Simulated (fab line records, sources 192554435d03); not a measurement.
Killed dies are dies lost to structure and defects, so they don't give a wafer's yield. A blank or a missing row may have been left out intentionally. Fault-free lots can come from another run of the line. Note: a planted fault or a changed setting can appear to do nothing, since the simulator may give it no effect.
Problem report in the 8D (eight disciplines) form, filled by code | flow n5_finfet | the parts of the form that need people (team, actions taken, sign-off) are left out

== 1. WHAT IS WRONG ==
Mean of barrier_field_endpoint_s at N5_BEOL_M13_CMP_49: 24.2 s across 2 wafers in 2 lots; on wafers with no fault it is 30.5 s (standard deviation 0.64). That is -9.8 standard deviations from the usual mean.
The step: polishes, stops on SiOC, t overpolish 17.1 s, target thk 420 nm.
First observed at day 12 10:50: wafer L611.1, on cmp-01. At this step, 30 wafers from 10 lots have a number in the record. Rule for "out", or "out of limits": more than 4 standard deviations from the usual mean. Any other wafer with a number is counted as sound.

== 2. WHAT IT IS, AND WHAT IT ISN'T ==
question                    | is                       | is not
which readings at this step | barrier_field_endpoint_s | motor_current_A
which lots                  | L611, L612               | L607, L608, L613, L619, L623, L625, L627, L630
which wafers of those lots  | L611.1, L612.4           | L611.3, L611.6, L612.3, L612.5
read on which tools         | cmp-01                   | cmp-03, cmp-04
when                        | from day 12 10:50        | up to then (8 sound wafers); but 20 sound wafers of L612, L613, L619, L623, L625, L627, L630 came after

== 3. WHAT RULES OUT EACH SUSPECT ==
Counting: if a tool at a process step up to the reading ran every lot that is out, it stays a suspect. Sound lots after the first of them don't rule it out here, since some wafers of a struck lot are sound.
- plasma_asher-02 at N5_BEOL_M13_STRIP_37 (strips in N2/H2): kept. Every lot that is out went through it, the first being L611 (day 12 08:21); the last sound lot it ran before that was L607 (day 11 08:09).
- pvd_sputter-02 at N5_BEOL_M13_SPUTTER_43 (material TaN, target thk 15 nm, time 24.19 s): kept. Every lot that is out went through it, the first being L611 (day 12 10:05); the last sound lot it ran before that was L608 (day 11 23:02).
- cmp-01 at N5_BEOL_M13_CMP_49 (polishes, stops on SiOC, t overpolish 17.1 s, target thk 420 nm): kept. Every lot that is out went through it, the first being L611 (day 12 10:50); the last sound lot it ran before that was L607 (day 11 10:55). Its own barrier_field_endpoint_s readings are out on those wafers.
- At N5_BEOL_M13_STRIP_37 on plasma_asher-02, chamber 1 took the sound wafers of the same lots and chamber 0 took the wafers that are out.
After the count, these remain: plasma_asher-02 at N5_BEOL_M13_STRIP_37, pvd_sputter-02 at N5_BEOL_M13_SPUTTER_43 and cmp-01 at N5_BEOL_M13_CMP_49.

== 4. THE CAUSE (what the simulator had put in) ==
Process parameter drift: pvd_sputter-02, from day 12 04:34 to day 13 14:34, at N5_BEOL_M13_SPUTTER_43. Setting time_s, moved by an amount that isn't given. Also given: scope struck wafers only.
Counting left 3 suspects, and this tool is among them.

== 5. SEQUENCE OF EFFECTS, ordered by route ==
One row per reading whose mean, taken over the struck wafers that have a number, lies over 3 standard deviations from the usual. Only readings whose record carries a usual standard deviation are examined. hours: median over the lots of the time between each lot's start at the first step of this table that gives one and its start at this step. sigmas: the change, counted in usual standard deviations.
hours | step               | reading                  | usual  | on struck wafers | change | sigmas
0     | N5_BEOL_M13_CMP_49 | barrier_field_endpoint_s | 30.5 s | 24.2             | -6.3   | -9.8
Its process steps:
- N5_BEOL_M13_CMP_49: polishes, stops on SiOC, t overpolish 17.1 s, target thk 420 nm.

== 6. HOW IT WOULD HAVE BEEN CAUGHT EARLIER ==
The fault began at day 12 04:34; the first out-of-limits reading in this record came at day 12 10:50, 6 hours later.
No tool reading at N5_BEOL_M13_SPUTTER_43 that has a usual standard deviation in the record was out on any struck wafer, so an alarm limit of 4 standard deviations on those readings would not have fired.
L612, from the lots that are out (2), started N5_BEOL_M13_SPUTTER_43 on pvd_sputter-02 later than day 12 10:50. Putting the tool on hold at that point would have spared it.
